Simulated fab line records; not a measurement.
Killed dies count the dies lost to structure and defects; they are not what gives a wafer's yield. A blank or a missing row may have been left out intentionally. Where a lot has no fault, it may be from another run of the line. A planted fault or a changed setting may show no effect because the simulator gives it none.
Which tool was responsible? | flow nand harc | 13 lots, 39 wafers sampled, at 4 steps of a route of 1302

WHAT THE GAUGES READ, wafer by wafer
NHARC_A_ONON_D2_THK_MEAS_05: measures by ellipsometry. Usual: thk nm at 997 nm, with a standard deviation of 9.4.
lot  | measured     | on            | thk nm (nm)    | flag
L612 | day 12 22:02 | film metro-01 | 1004 1003 1004 |
L611 | day 12 22:09 | film metro-02 | 1005 1003 1005 |
L613 | day 13 18:02 | film metro-02 | 999 1000 1000  |
L614 | day 14 01:59 | film metro-01 | 990 993 992    |
L616 | day 14 19:51 | film metro-01 | 987 986 987    |
L617 | day 15 11:40 | film metro-01 | 997 998 998    |
L618 | day 15 11:35 | film metro-01 | 995 995 995    |
L626 | day 19 06:07 | film metro-02 | 1006 1005 1006 |
L627 | day 19 13:49 | film metro-01 | 987 988 990    |
L629 | day 20 05:37 | film metro-01 | 996 995 996    |
L630 | day 20 05:58 | film metro-01 | 988 988 988    |
L632 | day 21 01:27 | film metro-02 | 1011 1013 1011 |
L633 | day 21 18:19 | film metro-01 | 1009 1007 1010 |

NHARC_A_ONON_D2_THK_MEAS_27: measures by ellipsometry. Usual: thk nm at 1001 nm, with a standard deviation of 9.4.
lot  | measured     | on            | thk nm (nm)    | flag
L612 | day 13 08:46 | film metro-02 | 1003 1002 1000 |
L611 | day 13 08:46 | film metro-01 | 1004 1004 1007 |
L613 | day 14 07:44 | film metro-02 | 1014 1014 1015 |
L614 | day 14 12:50 | film metro-02 | 999 999 997    |
L616 | day 15 06:58 | film metro-01 | 1010 1011 1010 |
L617 | day 15 22:21 | film metro-01 | 1001 1000 1002 |
L618 | day 15 22:21 | film metro-02 | 563 1008 562   | OFF
L626 | day 19 17:07 | film metro-02 | 1020 1020 1021 |
L627 | day 20 01:22 | film metro-01 | 988 990 990    |
L629 | day 20 17:01 | film metro-02 | 1006 1006 1005 |
L630 | day 20 17:01 | film metro-01 | 1000 999 998   |
L632 | day 21 13:19 | film metro-01 | 1000 1000 999  |
L633 | day 22 05:02 | film metro-02 | 1008 1008 1008 |

EACH LOT AND THE TOOL THAT RAN IT (in order: tool; ch and the chambers of the sampled wafers; start)
lot  | NHARC_A_DECK1_JOINT_CMP_02    | NHARC_A_ONON_D2_DEP_25
L612 | cmp-04 ch 2,3, day 12 20:09   | pecvd onon-04 ch 0, day 13 08:15
L611 | cmp-03 ch 1,2, day 12 20:12   | pecvd onon-01 ch 0, day 13 08:19
L613 | cmp-03 ch 1,2, day 13 16:12   | pecvd onon-01 ch 0, day 14 07:16
L614 | cmp-01 ch 0,2,3, day 14 00:08 | pecvd onon-04 ch 0, day 14 12:20
L616 | cmp-03 ch 0,1, day 14 18:02   | pecvd onon-04 ch 0, day 15 06:32
L617 | cmp-04 ch 0,1,2, day 15 09:47 | pecvd onon-01 ch 0, day 15 21:50
L618 | cmp-03 ch 0,1,2, day 15 09:47 | pecvd onon-04 ch 0, day 15 21:51
L626 | cmp-03 ch 0,2, day 19 03:47   | pecvd onon-03 ch 0, day 19 16:36
L627 | cmp-03 ch 0,3, day 19 11:58   | pecvd onon-04 ch 0, day 20 00:52
L629 | cmp-04 ch 0,1,2, day 20 03:35 | pecvd onon-04 ch 0, day 20 16:37
L630 | cmp-01 ch 2,3, day 20 03:46   | pecvd onon-03 ch 0, day 20 16:30
L632 | cmp-04 ch 0,3, day 20 23:35   | pecvd onon-01 ch 0, day 21 12:48
L633 | cmp-04 ch 1,2,3, day 21 16:26 | pecvd onon-04 ch 0, day 22 04:39
- NHARC_A_DECK1_JOINT_CMP_02: polishes SiOx.
- NHARC_A_ONON_D2_DEP_25: target thk 1000 nm.

WHAT THE TOOLS THEMSELVES READ (means of the sampled wafers that have a number; where no wafer has one, the mark that the record gives instead)
NHARC_A_DECK1_JOINT_CMP_02. Usual: motor current A at 12.6 A, with a standard deviation of 1.8.
lot  | tool   | motor current A (A) | flag
L612 | cmp-04 | 11.8                |
L611 | cmp-03 | 11.1                |
L613 | cmp-03 | 11.3                |
L614 | cmp-01 | 13.3                |
L616 | cmp-03 | 12.7                |
L617 | cmp-04 | 13.3                |
L618 | cmp-03 | 12.9                |
L626 | cmp-03 | 13.1                |
L627 | cmp-03 | 15.0                |
L629 | cmp-04 | 13.1                |
L630 | cmp-01 | 12.6                |
L632 | cmp-04 | 12.1                |
L633 | cmp-04 | 12.8                |

THE ANSWER, worked out from the rows above alone
Rule: lot off if the mean of its wafers having a number is beyond 3 standard deviations from the usual mean. Also off: a lot with no number at a reading for which 4 or more lots have one. All remaining lots with rows at the step are treated as sound. After the gauges, taken in route order, come the tools' own readings; for these a lot's mean is taken, as printed above. The first step at which some lot is off is used, and at that step the reading that is off furthest; a lot without a number counts as furthest.
Off: L618 (NHARC_A_ONON_D2_THK_MEAS_27, thk nm).
A tool fits if, at a process step before that reading, it ran every lot that is off, and no sound lot after the first of them. Gauges at NHARC_A_ONON_D2_THK_MEAS_27: tried the same way as those tools. No candidate that was tried fits.

WHAT THE SIMULATOR HAD PUT IN
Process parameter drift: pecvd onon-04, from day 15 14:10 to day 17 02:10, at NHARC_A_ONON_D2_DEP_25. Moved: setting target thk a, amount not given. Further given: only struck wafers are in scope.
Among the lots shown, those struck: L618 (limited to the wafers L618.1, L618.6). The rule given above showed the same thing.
